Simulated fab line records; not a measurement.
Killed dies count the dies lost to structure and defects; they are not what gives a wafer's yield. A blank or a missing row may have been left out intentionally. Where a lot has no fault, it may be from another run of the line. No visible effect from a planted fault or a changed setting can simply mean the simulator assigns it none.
fab line records | flow n5Finfet
[record] lots = 5 wafers = 15 lastDay = 16
route steps=1938 shown BEOL_M15@1802 PASSIVATION@1936
lots that met no fault: from a run of the same line without faults
startH: hours from the record's opening day to when the first of the lot's shown wafers began | waitH: how many hours have passed since the lot's step before this one | " the same as in the row above | L1.1+2: a row that stands for several wafers | - no value, or no start given | * or withheld: withheld | < > ~ a bound
route shown NAME@n: NAME is a module with steps in the file, n the number in the route of the first one | usual: mean and standard deviation over wafers with no fault | same: alike in all rows | chamber/n: place in a boat | sites: per-site readings | _std_site: how widely they spread, as a standard deviation | _edge_site: mean of outer sites minus mean of inner sites | radiusMm: how far each site lies from the wafer's centre | mask NAME#n: copy n | behind: the tool/chamber that last shaped the wafer | hold: why the lot went on hold/how many hours it stayed there/how the hold came to an end | device: names the non-switching transistor (n, p or np) | end of line: at the end of the route, the tests of the same wafers | for a step that has no rows: nothing shown but its recipe | killed: dies that structure and defects cost at the first sort, which is not the same as the wafer's yield | map: shows each die of a wafer: x if killed, . if not, _ if none is there
set.NAME: the setting as run; set.NAME@STEP: as run at that earlier step | model.NAME: the simulator's own value behind a step, which no gauge read
certain route steps with their lots: each step a table, each wafer a row
services: a tool's chamber out of use, with start hour (startH, from the record's first day; less than 0 if before it), hours out, and reason
[[steps]]
[step N5_BEOL_M15_DEVELOP_27]
[recipe] developTimeS = 45 rinseLiquid = diw dry = airSpin devTempC = 21
[step N5_BEOL_M15_HARDBAKE_32]
[recipe] tempC = 130 timeS = 120
[step N5_BEOL_M15_CD_MEAS_28]
[recipe] targetCdNm = 407.6 landingEnergyEv = 500 detector = seInlens
[usual] cdNm = 406.6/2.2
[same] landingEnergyEv = 500
// columns lot.wafer tool chamber startH waitH cdNm
L449.1 cdSem-02 0 274.50 - 406.9
L449.5 " 0 " " 405.0
L449.6 " 0 " " 406.2
L450.1 cdSem-02 0 283.19 - 404.6
L450.5 " 0 " " 401.1
L450.6 " 0 " " 408.8
L459.3 cdSem-02 0 347.11 - 409.1
L459.5 " 0 " " 408.5
L459.6 " 0 " " 407.7
L462.2 cdSem-02 0 356.35 - 406.3
L462.4 " 0 " " 410.0
L462.6 " 0 " " 406.9
L464.1 cdSem-03 0 369.05 - 405.3
L464.3 " 0 " " 405.5
L464.5 " 0 " " 401.8
[step N5_BEOL_M15_OVL_MEAS_29]
[recipe] pointsPerWafer = 44
[usual] M15_OVL = -3/5.5
// columns lot.wafer tool chamber startH waitH M15_OVL[nm]
L449.1 overlay-01 0 274.53 0.0 -10
L449.5 " 0 " " -5
L449.6 " 0 " " -14
L450.1 overlay-02 0 283.22 0.0 -1
L450.5 " 0 " " -8
L450.6 " 0 " " -10
L459.3 overlay-01 0 347.13 0.0 -1
L459.5 " 0 " " -6
L459.6 " 0 " " 0
L462.2 overlay-01 0 356.38 0.0 -1
L462.4 " 0 " " -5
L462.6 " 0 " " 0
L464.1 overlay-01 0 369.08 0.0 -2
L464.3 " 0 " " -4
L464.5 " 0 " " 2
[step N5_BEOL_M15_INSPECT_30]
[recipe] mode = adi inspectInstrument = macro
[usual] rawDefectCount = 2.2/1.6
// columns lot.wafer tool chamber startH waitH rawDefectCount
L449.1 defectInspect-02 - 274.56 0.0 1
L449.5 " - " " 3
L449.6 " - " " 0
L450.1 defectInspect-02 - 283.24 0.0 3
L450.5 " - " " 0
L450.6 " - " " 4
L459.3 defectInspect-02 - 347.16 0.0 3
L459.5 " - " " 2
L459.6 " - " " 3
L462.2 defectInspect-02 - 356.40 0.0 2
L462.4 " - " " 3
L462.6 " - " " 1
L464.1 defectInspect-02 - 369.10 0.0 2
L464.3 " - " " 0
L464.5 " - " " 3
[step N5_BEOL_M15_DESCUM_33]
[recipe] chemistry = O2 timeS = 7.9 sourcePowerW = 50 biasPowerW = 20 pressureMtorr = 20 rfFrequencyHz = 2.712e+07 tempC = 40 o2FlowSccm = 225
[usual] drypumpMotorCurrentA = 5.8/0.46 o2FlowSccm = 224.9/0.68 oesProductAu = 0.81/0.073 rfVppV = 243.0/1.2 showerheadPlenumPTorr = 2.08/0.065 throttleValvePct = 20.41/0.26
// columns lot.wafer tool chamber startH waitH drypumpMotorCurrentA o2FlowSccm oesProductAu rfHoursCounterH rfVppV showerheadPlenumPTorr throttleValvePct
L449.1 rieDiel-02 0 274.59 0.0 6.2 225.6 0.68 240 245.5 2.15 20.27
L449.5 " 1 " " 6.6 226.0 0.77 - 243.4 2.11 20.25
L449.6 " 0 " " 6.2 224.7 0.68 - 242.8 2.15 20.28
L450.1 rieDiel-06 1 283.36 0.1 5.5 225.4 0.89 38 241.6 2.04 20.22
L450.5 " 1 " " 5.5 224.6 0.90 - 243.3 2.04 20.22
L450.6 " 0 " " 6.1 224.7 0.80 - 243.8 2.13 20.76
L459.3 rieDiel-03 2 347.22 0.1 6.6 225.8 0.86 63 243.5 2.14 20.29
L459.5 " 2 " " 6.6 224.7 0.86 - 244.4 2.14 20.31
L459.6 " 1 " " 5.7 225.0 0.71 - 241.3 1.97 20.73
L462.2 rieDiel-03 3 356.44 0.0 5.7 225.4 0.92 14 244.3 2.15 20.35
L462.4 " 2 " " 6.6 225.0 0.86 66 244.6 2.14 20.30
L462.6 " 0 " " 6.2 224.3 0.87 - 242.2 2.03 19.96
L464.1 rieDiel-06 2 369.13 0.0 5.3 225.1 0.70 219 243.0 2.07 20.79
L464.3 " 3 " " 5.4 225.2 0.81 92 245.5 2.21 20.34
L464.5 " 0 " " 6.1 225.2 0.77 - 242.2 2.12 20.79
[step N5_BEOL_M15_ETCH_61]
[recipe] chemistry = N2/H2 target = BARC targetDepthA = 890 overetchA = 267 timeS = 67.9 ionEnergyEv = 200 pressureMtorr = 30 sourceW = 840 biasW = 150 n2FlowSccm = 200 h2FlowSccm = 200
[usual] drypumpMotorCurrentA = 5.8/0.46 oesProductAu = 0.69/0.056 rfVppV = 523.4/2.1 showerheadPlenumPTorr = 2.53/0.07 throttleValvePct = 17.8/0.31
// columns lot.wafer tool chamber startH waitH drypumpMotorCurrentA oesProductAu rfHoursCounterH rfVppV showerheadPlenumPTorr throttleValvePct
L449.1 rieDiel-02 0 274.63 0.0 6.3 0.58 240 526.9 2.59 17.6
L449.5 " 1 " " 6.6 0.67 - 522.6 2.55 17.7
L449.6 " 0 " " 6.3 0.57 - 525.8 2.59 17.6
L450.1 rieDiel-06 1 283.40 0.0 5.5 0.75 38 521.3 2.50 17.8
L450.5 " 1 " " 5.5 0.75 - 523.2 2.50 17.8
L450.6 " 0 " " 6.1 0.68 - 523.6 2.57 18.1
L459.3 rieDiel-03 2 347.25 0.0 6.6 0.73 63 523.7 2.55 17.4
L459.5 " 2 " " 6.7 0.73 - 526.0 2.55 17.4
L459.6 " 1 " " 5.7 0.60 - 520.4 2.37 17.9
L462.2 rieDiel-03 3 356.47 0.0 5.7 0.78 14 524.8 2.60 17.8
L462.4 " 2 " " 6.6 0.72 66 524.4 2.55 17.4
L462.6 " 0 " " 6.2 0.74 - 520.6 2.48 17.6
L464.1 rieDiel-06 2 369.17 0.0 5.4 0.62 219 523.1 2.53 18.4
L464.3 " 3 " " 5.4 0.69 92 528.8 2.67 17.5
L464.5 " 0 " " 6.1 0.65 - 525.8 2.56 18.2
[step N5_BEOL_M15_TRENCH_ETCH_34]
[recipe] chemistry = C4F8/O2/Ar target = SiO2 targetDepthA = 8729.3 heInnerTorr = 15 heOuterTorr = 30 timeS = 199 ionEnergyEv = 800 pressureMtorr = 20 sourceW = 1905 biasW = 2040 Ar_flow_sccm = 400 C4F8_flow_sccm = 16 O2_flow_sccm = 12
[usual] drypumpMotorCurrentA = 5.8/0.46 heInnerTorr = 14.995/0.028 oes_ar_750_au = 0.80/0.067 oesProductAu = 0.81/0.073 rfVppV = 2248/57 showerheadPlenumPTorr = 3.42/0.094 throttleValvePct = 30.83/0.28
// columns lot.wafer tool chamber startH waitH drypumpMotorCurrentA heInnerTorr oes_ar_750_au oesProductAu rfHoursCounterH rfVppV showerheadPlenumPTorr throttleValvePct
L449.1 rieDiel-02 0 274.68 0.0 6.3 15.004 0.67 0.67 240 2202 3.54 30.69
L449.5 " 1 " " 6.6 14.981 0.76 0.77 - 2366 3.44 30.46
L449.6 " 0 " " 6.3 14.999 0.67 0.66 - 2204 3.54 30.69
L450.1 rieDiel-06 1 283.45 0.0 5.5 15.000 0.89 0.90 38 2248 3.36 30.79
L450.5 " 1 " " 5.5 14.979 0.88 0.90 - 2246 3.36 30.79
L450.6 " 0 " " 6.1 15.017 0.79 0.81 - 2191 3.48 31.21
L459.3 rieDiel-03 2 347.30 0.0 6.6 14.985 0.82 0.85 63 2284 3.48 30.57
L459.5 " 2 " " 6.6 15.036 0.84 0.85 - 2286 3.48 30.57
L459.6 " 1 " " 5.7 15.014 0.70 0.71 - 2173 3.26 31.17
L462.2 rieDiel-03 3 356.52 0.0 5.7 14.960 0.88 0.91 14 2249 3.51 30.84
L462.4 " 2 " " 6.6 15.012 0.82 0.85 67 2286 3.48 30.54
L462.6 " 0 " " 6.3 15.003 0.86 0.87 - 2282 3.33 30.26
L464.1 rieDiel-06 2 369.22 0.0 5.3 14.974 0.70 0.69 219 2298 3.38 31.03
L464.3 " 3 " " 5.4 15.016 0.78 0.81 92 2267 3.61 30.74
L464.5 " 0 " " 6.1 15.001 0.77 0.77 - 2190 3.46 31.22
[step N5_BEOL_M15_STRIP_36]
[recipe] chemistry = O2 powerW = 600 tempC = 60 pressureMtorr = 30 rfFrequencyHz = 6e+07 biasPowerW = 0 overashFraction = 0.3 o2FlowSccm = 225
[step N5_BEOL_M15_STRIP_62]
[recipe] chemistry = O2 powerW = 600 tempC = 60 pressureMtorr = 30 rfFrequencyHz = 6e+07 biasPowerW = 0 overashFraction = 0.3 o2FlowSccm = 225
[usual] drypumpMotorCurrentA = 5.9/0.49 o2FlowSccm = 225.1/0.68 oesProductAu = 0.80/0.078 rfVppV = 3.7/0.43 showerheadPlenumPTorr = 2.09/0.066 throttleValvePct = 16.64/0.23
// columns lot.wafer tool chamber startH waitH drypumpMotorCurrentA o2FlowSccm oesProductAu rfHoursCounterH rfVppV showerheadPlenumPTorr throttleValvePct
L449.1 rieDiel-02 2 - - 6.1 225.7 0.90 24 3.2 2.05 16.57
L449.5 " 2 " " 6.1 225.4 0.91 - 3.8 2.05 16.58
L449.6 " 3 " " 5.3 225.0 0.81 - 4.5 2.03 16.49
L450.1 rieDiel-02 0 - - 6.3 225.1 0.67 243 3.8 2.16 16.60
L450.5 " 0 " " 6.3 224.5 0.67 - 3.6 2.16 16.59
L450.6 " 3 " " 5.2 224.9 0.80 - 3.0 2.03 16.49
L459.3 rieDiel-03 1 - - 5.6 225.6 0.71 227 3.5 1.98 17.03
L459.5 " 1 " " 5.7 225.5 0.72 - 3.1 1.98 17.02
L459.6 " 2 " " 6.6 225.8 0.86 - 3.0 2.14 16.56
L462.2 rieDiel-06 2 - - 5.3 225.5 0.71 214 3.0 2.07 17.07
L462.4 " 3 " " 5.4 225.0 0.83 88 3.8 2.22 16.55
L462.6 " 0 " " 6.1 225.1 0.79 - 3.2 2.12 17.01
L464.1 rieDiel-06 0 - - 6.0 225.0 0.77 135 3.7 2.12 17.01
L464.3 " 2 " " 5.3 224.8 0.70 219 3.7 2.07 17.06
L464.5 " 0 " " 6.0 225.1 0.78 - 4.0 2.12 17.02
[step N5_BEOL_M15_STRIP_37]
[recipe] chemistry = O2 powerW = 600 tempC = 60 pressureMtorr = 30 rfFrequencyHz = 6e+07 biasPowerW = 0 overashFraction = 0.3 o2FlowSccm = 225
[usual] drypumpMotorCurrentA = 5.9/0.49 o2FlowSccm = 225.0/0.65 oesProductAu = 0.80/0.078 rfVppV = 3.7/0.67 showerheadPlenumPTorr = 2.09/0.066 throttleValvePct = 16.64/0.24
// columns lot.wafer tool chamber startH waitH drypumpMotorCurrentA o2FlowSccm oesProductAu rfHoursCounterH rfVppV showerheadPlenumPTorr throttleValvePct
L449.1 rieDiel-02 2 - - 6.1 225.1 0.92 24 5.2 2.05 16.58
L449.5 " 2 " " 6.1 224.3 0.92 - 2.7 2.05 16.59
L449.6 " 3 " " 5.3 225.2 0.81 - 3.3 2.03 16.48
L450.1 rieDiel-02 0 - - 6.3 225.3 0.67 243 4.4 2.16 16.58
L450.5 " 0 " " 6.3 225.2 0.67 - 4.1 2.16 16.61
L450.6 " 3 " " 5.3 225.3 0.81 - 3.2 2.03 16.46
L459.3 rieDiel-03 1 - - 5.7 226.2 0.71 227 3.1 1.98 17.02
L459.5 " 1 " " 5.7 226.1 0.71 - 3.2 1.98 17.01
L459.6 " 2 " " 6.6 225.4 0.86 - 4.8 2.14 16.57
L462.2 rieDiel-06 2 - - 5.3 225.5 0.71 214 3.1 2.07 17.08
L462.4 " 3 " " 5.4 225.1 0.84 88 3.6 2.22 16.55
L462.6 " 0 " " 6.0 223.5 0.78 - 4.0 2.12 17.01
L464.1 rieDiel-06 0 - - 6.0 225.2 0.78 135 2.6 2.12 16.99
L464.3 " 2 " " 5.4 225.2 0.70 219 4.0 2.07 17.09
L464.5 " 0 " " 6.0 224.3 0.78 - 3.3 2.12 17.00
[step N5_BEOL_M15_ETCH_38]
[recipe] chemistry = CF4/N2 target = SiCN targetDepthA = 1064 taperDeg = 2 timeS = 120.5 ionEnergyEv = 150 maskMaterial = SiO2 pressureMtorr = 40 sourceW = 430 biasW = 70 Ar_flow_sccm = 100 cf4FlowSccm = 60 n2FlowSccm = 60
[usual] drypumpMotorCurrentA = 5.9/0.49 oesProductAu = 0.79/0.076 rfVppV = 382.0/1.7 showerheadPlenumPTorr = 2.20/0.06 throttleValvePct = 15.42/0.27
// columns lot.wafer tool chamber startH waitH drypumpMotorCurrentA oesProductAu rfHoursCounterH rfVppV showerheadPlenumPTorr throttleValvePct model.etch.depthNm
L449.1 rieDiel-02 2 275.02 - 6.1 0.89 24 380.5 2.18 15.40 94.55
L449.5 " 2 " " 6.1 0.90 - 381.9 2.18 15.41 95.15
L449.6 " 3 " " 5.3 0.81 - 380.2 2.15 15.28 96.23
L450.1 rieDiel-02 0 284.17 - 6.2 0.66 243 384.4 2.27 15.39 94.41
L450.5 " 0 " " 6.3 0.66 - 383.2 2.27 15.41 92.89
L450.6 " 3 " " 5.3 0.81 - 381.7 2.15 15.32 97.47
L459.3 rieDiel-03 1 349.34 - 5.7 0.70 227 378.6 2.10 15.86 95.03
L459.5 " 1 " " 5.7 0.70 - 378.4 2.10 15.87 95.29
L459.6 " 2 " " 6.6 0.76 - 383.5 2.23 15.26 80.79
L462.2 rieDiel-06 2 356.95 - 5.4 0.68 214 381.6 2.20 15.93 87.89
L462.4 " 3 " " 5.4 0.80 88 384.7 2.31 15.23 93.15
L462.6 " 0 " " 6.0 0.79 - 382.9 2.23 15.73 99.15
L464.1 rieDiel-06 0 369.84 - 6.0 0.78 135 380.8 2.23 15.72 98.64
L464.3 " 2 " " 5.4 0.68 219 381.0 2.20 15.92 88.04
L464.5 " 0 " " 6.1 0.79 - 381.8 2.23 15.75 100.1
[step N5_BEOL_M15_PRECLEAN_39]
[recipe] chemistry = residueRemover timeS = 60 tempC = 40
[step N5_PASSIVATION_PROBE_49]
[usual] defectLimitedYield = 91.1/1.6 killed_at_M0_to_M3 = 35/11 killed_at_M4_up = 13/5.4 killedAtContacts = 13/6.5 killedAtFrontEnd = 40/14 killedAtOther = 4/3.1 killedDies = 105/18 killedOpen = 69/14 killedShort = 34/7.3 sort_bin_5_function = 5.2/0.96 sort_bin_6_memory = 3.4/0.77 sortNPass = 1075/19 sortYieldPct = 91.1/1.6
[same] grossDies = 1180 killedAtBackSide = 0 sort_bin_4_leakage[%] = 0 sort_bin_8_speed[%] = 0
// columns lot.wafer tool chamber startH waitH defectLimitedYield[%] killed_at_M0_to_M3 killed_at_M4_up killedAtContacts killedAtFrontEnd killedAtOther killedDies killedOpen killedShort sort_bin_5_function[%] sort_bin_6_memory[%] sortNPass sortYieldPct[%]
L449.1 prober-02 - 290.42 0.0 91.2 42 12 8 40 2 104 70 31 5.5 3.2 1076 91.2
L449.5 prober-02 - 290.62 0.2 91.2 26 21 11 43 3 104 68 35 5.2 3.6 1076 91.2
L449.6 prober-02 - 290.67 0.3 90.8 41 15 5 46 2 109 71 38 5.1 3.9 1071 90.8
// killed by level:class
L449.1 FIN_SAQP:geometricParticle:open=15 BEOL_M0_SAQP:geometricParticle:short=11 MOL_CONTACT_COAG:geometricParticle:open=8 BEOL_M0_SAQP:geometricParticle:open=8 BEOL_M2:geometricParticle:open=8 FIN_SAQP:geometricParticle:short=7 STI_FIN_REVEAL:geometricParticle:open=5 BEOL_M3:geometricParticle:open=5
L449.5 FIN_SAQP:geometricParticle:open=11 STI_FIN_REVEAL:geometricParticle:open=11 MOL_CONTACT_COAG:geometricParticle:open=10 BEOL_M4:geometricParticle:open=8 FIN_SAQP:geometricParticle:short=7 BEOL_M0_SAQP:geometricParticle:short=6 BEOL_M2:geometricParticle:open=6 BEOL_M0_SAQP:geometricParticle:open=5
L449.6 STI_FIN_REVEAL:geometricParticle:open=10 BEOL_M0_SAQP:geometricParticle:open=10 FIN_SAQP:geometricParticle:open=9 BEOL_M0_SAQP:geometricParticle:short=8 BEOL_M2:geometricParticle:open=7 BEOL_M4:geometricParticle:open=7 STARTING-WAFER:geometricParticle:short=7 FIN_SAQP:geometricParticle:short=6
[[services]]
// columns tool chamber startH hours kind
rieDiel-06 1 268.83 5.7 repair
rieDiel-03 0 288.35 3.7 repair
rieDiel-03 3 298.09 - clean
rieDiel-03 3 298.09 - consumableReplace:focusRing
rieDiel-03 3 298.09 12.6 scheduledDown
rieDiel-03 3 298.09 12.6 ventCycle
rieDiel-02 0 307.50 - clean
rieDiel-02 0 307.50 - consumableReplace:focusRing
rieDiel-02 0 307.50 16.1 scheduledDown
rieDiel-02 0 307.50 16.1 ventCycle
rieDiel-06 - 351.47 2.8 pm
[[key]]
firstSign none at tools or gauges
[modelEffect] step = N5_BEOL_M15_ETCH_38 value = etch.depthNm without = 93.05 struck = 80.79
metAt N5_BEOL_M15_ETCH_38
struckWafers L459.6
[fault] kind = processParameterDrift tool = rieDiel-03 chamber = - onsetH = 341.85 steps = N5_BEOL_M15_ETCH_38 channel = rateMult offset = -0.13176 shape = step endH = 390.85 scope = struckWafersOnly
